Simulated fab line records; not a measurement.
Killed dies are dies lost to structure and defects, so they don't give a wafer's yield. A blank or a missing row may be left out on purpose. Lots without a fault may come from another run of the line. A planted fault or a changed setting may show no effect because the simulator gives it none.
Chamber matching / flow n5 finfet / N5_BEOL_M12_ETCH_67 on rie diel-05 has 4 sister chambers
The step etches SiARC in CF4, target depth 143 nm, time 238.3 s. 8 wafers are shown with their chamber, then 7 later ones without.

== WAFERS WITH THEIR CHAMBER ==
wafer=L074.5; chamber=2; drypump motor current A (A)=5.9; showerhead plenum p Torr (Torr)=2.14
wafer=L074.6; chamber=3; drypump motor current A (A)=5.3; showerhead plenum p Torr (Torr)=2.11
wafer=L087.1; chamber=2; drypump motor current A (A)=5.8; showerhead plenum p Torr (Torr)=2.13
wafer=L090.1; chamber=1; drypump motor current A (A)=5.1; showerhead plenum p Torr (Torr)=2.08
wafer=L090.4; chamber=0; drypump motor current A (A)=6.4; showerhead plenum p Torr (Torr)=2.26
wafer=L090.5; chamber=1; drypump motor current A (A)=5.2; showerhead plenum p Torr (Torr)=2.08
wafer=L094.1; chamber=0; drypump motor current A (A)=6.4; showerhead plenum p Torr (Torr)=2.26
wafer=L094.4; chamber=3; drypump motor current A (A)=5.3; showerhead plenum p Torr (Torr)=2.10

== WAFERS WITHOUT THEIR CHAMBER ==
wafer=L094.6; drypump motor current A (A)=6.4; showerhead plenum p Torr (Torr)=2.26
wafer=L097.3; drypump motor current A (A)=6.4; showerhead plenum p Torr (Torr)=2.26
wafer=L097.4; drypump motor current A (A)=5.1; showerhead plenum p Torr (Torr)=2.08
wafer=L097.6; drypump motor current A (A)=6.4; showerhead plenum p Torr (Torr)=2.26
wafer=L096.3; drypump motor current A (A)=6.4; showerhead plenum p Torr (Torr)=2.26
wafer=L096.4; drypump motor current A (A)=5.8; showerhead plenum p Torr (Torr)=2.12
wafer=L096.5; drypump motor current A (A)=5.1; showerhead plenum p Torr (Torr)=2.08

== WHICH CHAMBER EACH ONE RAN IN ==
wafer=L094.6; from the rows above=0; in truth=0
wafer=L097.3; from the rows above=0; in truth=0
wafer=L097.4; from the rows above=1; in truth=1
wafer=L097.6; from the rows above=0; in truth=0
wafer=L096.3; from the rows above=0; in truth=0
wafer=L096.4; from the rows above=2; in truth=2
wafer=L096.5; from the rows above=1; in truth=1
Correct placement for 7 of the 7. Can't be placed from these rows: 0. Number placed wrongly: 0.
How it was worked out, from the rows above alone: a wafer's distance from a chamber is the root of the sum, over the readings, of the square of ((its reading less the chamber's mean) divided by the reading's scatter). The wafer belongs to the nearest chamber; if the next one is less than 2 further off, it can't be placed. The mean given for a chamber averages the wafers shown for that chamber. The scatter: take each reading less its chamber's mean, square it, sum over the shown wafers, divide by the number of wafers less the number of chambers, and take the root.
